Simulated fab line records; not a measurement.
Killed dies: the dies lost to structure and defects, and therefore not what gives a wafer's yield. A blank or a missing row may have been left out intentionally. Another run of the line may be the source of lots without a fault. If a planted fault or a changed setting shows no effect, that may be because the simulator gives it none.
Matching of chambers + flow n5Finfet + 4 sister chambers for N5_HKMG_FIN_ETCH_58 on rieDiel-04
The step etches SOC in N2/H2, target depth 215.8 nm, time 741 s. 27 wafers are shown with their chamber, then 12 later ones without.

## WAFERS, EACH WITH ITS CHAMBER
| wafer  | chamber | showerheadPlenumPTorr (Torr) | throttleValvePct (%) | drypumpMotorCurrentA (A) |
|--------|---------|------------------------------|----------------------|--------------------------|
| L074.1 | 2       | 2.49                         | 17.87                | 6.1                      |
| L074.2 | 0       | 2.71                         | 17.46                | 6.4                      |
| L074.3 | 1       | 2.42                         | 17.59                | 6.1                      |
| L076.1 | 0       | 2.71                         | 17.48                | 6.3                      |
| L076.5 | 2       | 2.49                         | 17.88                | 6.1                      |
| L076.6 | 3       | 2.53                         | 17.70                | 6.0                      |
| L077.2 | 1       | 2.42                         | 17.60                | 6.1                      |
| L077.3 | 0       | 2.71                         | 17.46                | 6.4                      |
| L077.6 | 1       | 2.42                         | 17.63                | 6.1                      |
| L078.2 | 3       | 2.53                         | 17.72                | 6.0                      |
| L078.5 | 2       | 2.49                         | 17.90                | 6.1                      |
| L078.6 | 1       | 2.42                         | 17.60                | 6.1                      |
| L079.3 | 2       | 2.49                         | 17.88                | 6.1                      |
| L079.4 | 1       | 2.42                         | 17.61                | 6.1                      |
| L079.6 | 1       | 2.42                         | 17.61                | 6.1                      |
| L083.1 | 1       | 2.41                         | 17.62                | 6.1                      |
| L083.3 | 2       | 2.48                         | 17.91                | 6.1                      |
| L083.5 | 3       | 2.53                         | 17.73                | 6.0                      |
| L084.1 | 2       | 2.48                         | 17.90                | 6.1                      |
| L084.2 | 0       | 2.70                         | 17.50                | 6.4                      |
| L084.5 | 2       | 2.48                         | 17.89                | 6.1                      |
| L085.1 | 3       | 2.53                         | 17.73                | 6.0                      |
| L085.2 | 2       | 2.48                         | 17.92                | 6.2                      |
| L085.6 | 1       | 2.41                         | 17.64                | 6.1                      |
| L087.1 | 3       | 2.52                         | 17.76                | 6.0                      |
| L087.5 | 3       | 2.52                         | 17.74                | 6.0                      |
| L087.6 | 0       | 2.70                         | 17.50                | 6.4                      |

SIGNATURES (averages over the wafers above)
| reading               | chamber 0 | chamber 1 | chamber 2 | chamber 3 | scatter within a chamber |
|-----------------------|-----------|-----------|-----------|-----------|--------------------------|
| showerheadPlenumPTorr | 2.7060    | 2.4175    | 2.4850    | 2.5267    | 0.00512                  |
| throttleValvePct      | 17.4800   | 17.6125   | 17.8938   | 17.7300   | 0.0181                   |
| drypumpMotorCurrentA  | 6.380     | 6.100     | 6.112     | 6.000     | 0.027                    |
Rule: a wafer lies at a distance from a chamber equal to the root of the sum of squares, over the readings, of (its reading less the chamber's mean, divided by the reading's scatter). The wafer belongs to the nearest chamber; if the next one is less than 2 further off, it can't be placed. The scatter: the root of (the sum of the squares of (reading less its chamber's mean) over the shown wafers, divided by (wafers less chambers)).

## WAFERS WITH NO CHAMBER GIVEN
| wafer  | showerheadPlenumPTorr (Torr) | throttleValvePct (%) | drypumpMotorCurrentA (A) |
|--------|------------------------------|----------------------|--------------------------|
| L093.3 | 2.48                         | 17.94                | 6.1                      |
| L093.5 | 2.48                         | 17.95                | 6.1                      |
| L093.6 | 2.41                         | 17.65                | 6.1                      |
| L094.1 | 2.52                         | 17.75                | 6.0                      |
| L094.2 | 2.48                         | 17.93                | 6.1                      |
| L094.4 | 2.69                         | 17.53                | 6.4                      |
| L095.2 | 2.41                         | 17.67                | 6.1                      |
| L095.5 | 2.41                         | 17.66                | 6.1                      |
| L095.6 | 2.47                         | 17.96                | 6.2                      |
| L097.2 | 2.69                         | 17.55                | 6.4                      |
| L097.4 | 2.52                         | 17.79                | 6.0                      |
| L097.6 | 2.47                         | 17.97                | 6.1                      |

## THE CHAMBER EACH PASSED THROUGH
| wafer  | from the rows above | in truth |
|--------|---------------------|----------|
| L093.3 | 2                   | 2        |
| L093.5 | 2                   | 2        |
| L093.6 | 1                   | 1        |
| L094.1 | 3                   | 3        |
| L094.2 | 2                   | 2        |
| L094.4 | 0                   | 0        |
| L095.2 | 1                   | 1        |
| L095.5 | 1                   | 1        |
| L095.6 | 2                   | 2        |
| L097.2 | 0                   | 0        |
| L097.4 | 3                   | 3        |
| L097.6 | 2                   | 2        |
Correct placement for 12 of the 12. Number that these rows cannot place: 0. Placed wrongly: 0.
